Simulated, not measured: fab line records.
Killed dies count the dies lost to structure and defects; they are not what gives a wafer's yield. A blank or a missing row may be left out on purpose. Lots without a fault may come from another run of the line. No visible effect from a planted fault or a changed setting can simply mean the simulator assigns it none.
What tool caused it? | flow nand harc | 22 lots with 66 wafers sampled at 3 steps, on a route of 1302 steps

## WHAT EACH GAUGE READ, for each wafer
NHARC_A_CHANNEL_FILL_D1_INSPECT_13.
lot  | measured     | on                | raw defect count
L074 | day 11 04:48 | defect inspect-02 | 280 304 350
L075 | day 11 00:50 | defect inspect-02 | 298 304 310
L076 | day 12 01:11 | defect inspect-01 | 299 330 261
L077 | day 12 01:11 | defect inspect-02 | 577 295 797
L078 | day 12 07:55 | defect inspect-02 | 394 586 790
L080 | day 12 22:45 | defect inspect-02 | 222 206 345
L079 | day 12 22:46 | defect inspect-01 | 280 115 129
L081 | day 13 18:14 | defect inspect-02 | 388 343 434
L082 | day 14 07:56 | defect inspect-02 | 405 373 271
L083 | day 14 23:19 | defect inspect-02 | 282 446 362
L084 | day 15 04:05 | defect inspect-02 | 315 153 385
L086 | day 15 15:37 | defect inspect-02 | 473 433 375
L085 | day 15 15:37 | defect inspect-01 | 321 297 474
L087 | day 17 00:58 | defect inspect-02 | 371 255 244
L089 | day 17 07:16 | defect inspect-01 | 381 206 274
L088 | day 17 07:16 | defect inspect-02 | 279 318 212
L090 | day 17 20:31 | defect inspect-02 | 485 363 164
L091 | day 18 04:15 | defect inspect-02 | 106 256 216
L092 | day 18 04:15 | defect inspect-01 | 472 489 229
L093 | day 18 11:29 | defect inspect-01 | 637 377 249
L095 | day 20 01:58 | defect inspect-02 | 278 253 492
L096 | day 20 08:28 | defect inspect-02 | 292 189 284

NHARC_A_CHANNEL_HOLE_D2_INSPECT_12.
lot  | measured     | on                | raw defect count
L074 | day 13 04:46 | defect inspect-01 | 6 0 6
L075 | day 13 04:37 | defect inspect-02 | 75 45 45
L076 | day 14 07:17 | defect inspect-02 | 58 65 57
L077 | day 14 07:29 | defect inspect-01 | 61 53 64
L078 | day 14 12:55 | defect inspect-02 | 8 7 8
L080 | day 15 02:51 | defect inspect-02 | 56 57 62
L079 | day 15 02:32 | defect inspect-01 | 13 8 8
L081 | day 15 21:14 | defect inspect-02 | 55 57 68
L082 | day 16 12:32 | defect inspect-02 | 58 63 71
L083 | day 17 04:42 | defect inspect-01 | 62 56 63
L084 | day 17 05:38 | defect inspect-02 | 11 12 12
L086 | day 18 02:39 | defect inspect-01 | 52 61 51
L085 | day 18 02:20 | defect inspect-02 | 10 8 12
L087 | day 19 03:29 | defect inspect-02 | 62 52 65
L089 | day 19 13:06 | defect inspect-01 | 68 53 47
L088 | day 19 11:28 | defect inspect-02 | 21 14 18
L090 | day 20 02:53 | defect inspect-02 | 19 18 23
L091 | day 20 09:52 | defect inspect-02 | 16 12 14
L092 | day 20 10:13 | defect inspect-01 | 56 58 51
L093 | day 20 10:43 | defect inspect-02 | 23 24 16
L095 | day 22 08:05 | defect inspect-01 | 29 20 31
L096 | day 22 20:44 | defect inspect-02 | 1 6 1

## EACH LOT AND THE TOOL THAT RAN IT (in order: tool; ch and the chambers of the sampled wafers; start)
lot  | NHARC_A_CHANNEL_FILL_D1_STRIP_28
L074 | rie diel-07 ch 2,3, day 10 01:06
L075 | rie diel-01 ch 0,1,2, day 10 01:06
L076 | rie diel-08 ch 1,2, day 10 21:13
L077 | rie diel-07 ch 0,1,3, day 11 00:59
L078 | rie diel-07 ch 0,2, day 11 08:07
L080 | rie diel-01 ch 0,2,3, day 11 23:15
L079 | rie diel-07 ch 0,2,3, day 11 23:16
L081 | rie diel-07 ch 0,1, day 12 18:45
L082 | rie diel-08 ch 1,2,3, day 13 06:52
L083 | rie diel-07 ch 2,3, day 13 15:53
L084 | rie diel-08 ch 0,2, day 13 23:29
L086 | rie diel-01 ch 0,1,3, day 14 16:10
L085 | rie diel-08 ch 0,1,3, day 14 16:10
L087 | rie diel-07 ch 1,2,3, day 15 23:32
L089 | rie diel-01 ch 0,1,3, day 16 07:37
L088 | rie diel-07 ch 0,1,2, day 16 07:37
L090 | rie diel-07 ch 1,2, day 16 19:00
L091 | rie diel-07 ch 1,2,3, day 17 04:34
L092 | rie diel-08 ch 2,3, day 17 04:37
L093 | rie diel-01 ch 0,2, day 17 11:38
L095 | rie diel-07 ch 0,3, day 18 23:44
L096 | rie diel-07 ch 1,2, day 19 06:41
- NHARC_A_CHANNEL_FILL_D1_STRIP_28: strips in O2, time 20 s.

## WHAT THE TOOLS THEMSELVES READ (means of the sampled wafers that have a number; where no wafer has one, the mark that the record gives instead)
NHARC_A_CHANNEL_FILL_D1_STRIP_28.
lot  | tool        | drypump motor current A (A) | o2 flow sccm (sccm) | oes product au (a.u.) | rf vpp V (V) | showerhead plenum p Torr (Torr) | throttle valve pct (%)
L074 | rie diel-07 | 5.9                         | 500.5               | 1.001                 | 57.5         | 3.39                            | 17.038
L075 | rie diel-01 | 5.9                         | 499.9               | 0.997                 | 57.8         | 3.55                            | 17.040
L076 | rie diel-08 | 6.2                         | 500.2               | 1.009                 | 58.6         | 3.63                            | 17.044
L077 | rie diel-07 | 5.8                         | 500.4               | 1.015                 | 57.7         | 3.49                            | 17.034
L078 | rie diel-07 | 5.9                         | 501.0               | 1.012                 | 58.3         | 3.67                            | 17.038
L080 | rie diel-01 | 5.9                         | 500.4               | 1.001                 | 57.3         | 3.58                            | 17.042
L079 | rie diel-07 | 5.9                         | 499.6               | 1.014                 | 58.1         | 3.53                            | 17.044
L081 | rie diel-07 | 6.0                         | 499.9               | 1.019                 | 57.5         | 3.50                            | 17.029
L082 | rie diel-08 | 5.7                         | 499.9               | 0.998                 | 58.1         | 3.59                            | 17.042
L083 | rie diel-07 | 6.2                         | 500.6               | 0.994                 | 57.0         | 3.44                            | 17.038
L084 | rie diel-08 | 5.5                         | 498.6               | 0.988                 | 58.1         | 3.52                            | 17.044
L086 | rie diel-01 | 6.1                         | 500.5               | 0.996                 | 58.7         | 3.68                            | 17.027
L085 | rie diel-08 | 5.3                         | 499.3               | 0.990                 | 58.6         | 3.49                            | 17.038
L087 | rie diel-07 | 6.1                         | 500.3               | 1.002                 | 57.7         | 3.40                            | 17.032
L089 | rie diel-01 | 6.2                         | 498.1               | 0.998                 | 57.9         | 3.68                            | 17.037
L088 | rie diel-07 | 6.1                         | 497.9               | 0.999                 | 58.3         | 3.54                            | 17.039
L090 | rie diel-07 | 6.3                         | 500.4               | 0.994                 | 57.2         | 3.42                            | 17.033
L091 | rie diel-07 | 6.1                         | 500.0               | 1.004                 | 57.5         | 3.40                            | 17.036
L092 | rie diel-08 | 5.9                         | 500.2               | 1.018                 | 58.2         | 3.66                            | 17.033
L093 | rie diel-01 | 6.0                         | 501.2               | 0.994                 | 57.6         | 3.55                            | 17.032
L095 | rie diel-07 | 5.6                         | 499.6               | 0.995                 | 57.8         | 3.47                            | 17.037
L096 | rie diel-07 | 6.4                         | 499.9               | 0.998                 | 56.8         | 3.46                            | 17.026

## THE ANSWER, worked out from the rows above alone
Rule: usual is defined by the lots themselves. Put in order of their means at a reading, lots are off if they are a third of the lots or fewer, leave a main group of 4 or more, and stand apart from it by a gap of 3 or more times the standard deviation of the main group's means; of several such gaps the widest counts. Not used: any main group whose means are identical at the precision the tables above print for the reading. A lot without any number at a reading at which 4 lots or more have one is off too. Any other lot the step has rows for is counted as sound. First the gauges in route order, then the tools' own readings, where a lot's mean is used as printed above. The first step at which some lot is off is used, and at that step the reading that is off furthest; a lot without a number counts as furthest.
No lot is off at any reading shown: from this, nothing can be told.

## WHAT THE SIMULATOR HAD INSERTED
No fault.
